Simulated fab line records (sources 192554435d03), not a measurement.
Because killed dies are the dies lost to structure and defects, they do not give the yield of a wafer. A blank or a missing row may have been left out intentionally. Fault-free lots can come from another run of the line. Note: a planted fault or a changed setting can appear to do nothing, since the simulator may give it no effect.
Code-filled problem report in 8D (eight disciplines) form / flow n5 finfet / the parts of the form that need people (team, actions taken, sign-off) are left out

1. WHAT IS WRONG
Mean of etch rf on time s at N5_GATE_CUT_ETCH_36: 14.2 s across 4 wafers in 3 lots; on wafers with no fault it is 21.7 s (standard deviation 0.57). Measured from the usual mean, that is -13 standard deviations.
The step: etches SiARC in CF4, target depth 13 nm, time 21.7 s.
Seen first at day 8 13:40 on rie diel-03, wafer L550.6. The record holds 28 wafers of 11 lots with a number at this step. The rule behind "out" and "out of limits": a value lying over 4 standard deviations away from the usual mean. The rest of the wafers with a number are treated as sound.

2. WHAT IT IS; WHAT IT IS NOT
question=which readings at this step | is=etch rf on time s | is not=drypump motor current A, rf vpp V, showerhead plenum p Torr, throttle valve pct
question=which lots | is=L550, L552, L553 | is not=L537, L538, L542, L544, L545, L549, L554, L557
question=which wafers of those lots | is=L550.6, L552.5, L552.6, L553.6 | is not=L550.2, L553.4
question=read on which tools | is=rie diel-03 | is not=rie diel-02, rie diel-06
question=when | is=from day 8 13:40 | is not=up to then (17 sound wafers); but 7 sound wafers of L553, L554, L557 came after

3. SUSPECTS, AND WHAT RULES EACH OUT
Counting: if a tool at a process step up to the reading ran every lot that is out, it stays a suspect. Sound lots after the first of them don't rule it out here, since some wafers of a struck lot are sound.
- rie metal-01 at N5_GATE_CUT_VAPOR_ETCH_60 (etches HfO2 in BCl3/Cl2): kept. It ran every lot that is out, first L550 (day 8 08:51); its last sound lot up to then is L549 (day 8 03:11).
- rie diel-03 at N5_GATE_CUT_ETCH_36 (etches SiARC in CF4, target depth 13 nm, time 21.7 s): kept. It ran every lot that is out, first L550 (day 8 13:40); its last sound lot up to then is L545 (day 7 14:29). Its own readings are out on those wafers: etch rf on time s.
After counting, rie metal-01 at N5_GATE_CUT_VAPOR_ETCH_60 and rie diel-03 at N5_GATE_CUT_ETCH_36 remain.

4. THE CAUSE (what the simulator had put in)
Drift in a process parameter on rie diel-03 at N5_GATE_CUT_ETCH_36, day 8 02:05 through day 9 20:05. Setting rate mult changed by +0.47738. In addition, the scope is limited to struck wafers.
Counting left 2 suspects, and this tool is among them.

5. THE CHAIN OF EFFECTS, in route order
Rows list readings where the struck wafers' mean (over those with a number) sits beyond 3 standard deviations from the usual. Only readings whose record carries a usual standard deviation are examined. hours: median over the lots of the time between each lot's start at the first step of this table that gives one and its start at this step. sigmas: the change, counted in usual standard deviations.
hours=0; step=N5_GATE_CUT_ETCH_36; reading=etch rf on time s; usual=21.7 s; on struck wafers=14.2; change=-7.4; sigmas=-13
Here are the process steps it includes:
- N5_GATE_CUT_ETCH_36: etches SiARC in CF4, target depth 13 nm, time 21.7 s.
At these later measuring or inspecting steps, every struck wafer for which the step has a row has a number for every such reading, and none has moved that far: N5_BEOL_M4_RC_MEAS_101.

6. HOW IT WOULD HAVE BEEN CAUGHT EARLIER
In this record no reading fell out of limits until day 8 13:40, 12 hours after the fault had begun at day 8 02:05.
